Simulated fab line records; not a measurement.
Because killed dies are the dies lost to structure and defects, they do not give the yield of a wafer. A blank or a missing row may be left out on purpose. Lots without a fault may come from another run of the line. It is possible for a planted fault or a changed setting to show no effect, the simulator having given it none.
Chamber matching + flow n5_finfet + N5_GATE_CUT_CMP_02 on cmp-01 has 4 sister chambers
The step polishes, stops on SiO2, t overpolish 12.7 s, target thk 0 nm. 8 wafers are shown with their chamber, then 10 later ones without.

## EACH WAFER AND ITS CHAMBER
| wafer  | chamber | motor_current_A (A) | time_to_endpoint_s (s) |
|--------|---------|---------------------|------------------------|
| L082.4 | 1       | 7.8                 | 23.8                   |
| L085.4 | 1       | 7.8                 | 24.0                   |
| L085.5 | 0       | 8.4                 | 24.6                   |
| L086.1 | 0       | 8.5                 | 25.0                   |
| L086.2 | 3       | 9.4                 | 21.3                   |
| L086.4 | 2       | 8.9                 | 23.0                   |
| L092.1 | 3       | 9.5                 | 20.5                   |
| L092.2 | 2       | 9.3                 | 25.8                   |

## WAFERS WHOSE CHAMBER IS MISSING
| wafer  | motor_current_A (A) | time_to_endpoint_s (s) |
|--------|---------------------|------------------------|
| L092.5 | 7.9                 | 25.1                   |
| L095.1 | 7.9                 | 23.6                   |
| L095.4 | 7.9                 | 25.0                   |
| L095.6 | 7.5                 | 22.5                   |
| L096.3 | 8.8                 | 24.7                   |
| L096.5 | 9.2                 | 22.6                   |
| L096.6 | 8.8                 | 25.5                   |
| L097.1 | 9.1                 | 22.1                   |
| L097.2 | 8.2                 | 25.1                   |
| L097.5 | 8.7                 | 19.9                   |

## THE CHAMBER EACH PASSED THROUGH
| wafer  | from the rows above          | in truth                   |
|--------|------------------------------|----------------------------|
| L092.5 | 1                            | 1                          |
| L095.1 | 1                            | 1                          |
| L095.4 | 1                            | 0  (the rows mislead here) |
| L095.6 | 1                            | 1                          |
| L096.3 | can't be placed: 2 or 0      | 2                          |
| L096.5 | can't be placed: 2 or 3      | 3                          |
| L096.6 | can't be placed: 2 or 0      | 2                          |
| L097.1 | can't be placed: 2 or 3      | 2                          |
| L097.2 | can't be placed: 0 or 1      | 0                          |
| L097.5 | can't be placed: 0 or 2 or 3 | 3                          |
3 of 10 placed correctly. Can't be placed from these rows: 6 (the true chamber is among the candidates in 6). Wrongly placed: 1.
How it was worked out, from the rows above alone: a wafer's distance from a chamber is the root of the sum, over the readings, of the square of ((its reading less the chamber's mean) divided by the reading's scatter). The wafer belongs to the nearest chamber; if the next one is less than 2 further off, it can't be placed. A chamber's mean is the mean of its shown wafers. The scatter is the square root of a quotient: the sum, over the shown wafers, of each reading's squared deviation from its chamber's mean, divided by wafers minus chambers.
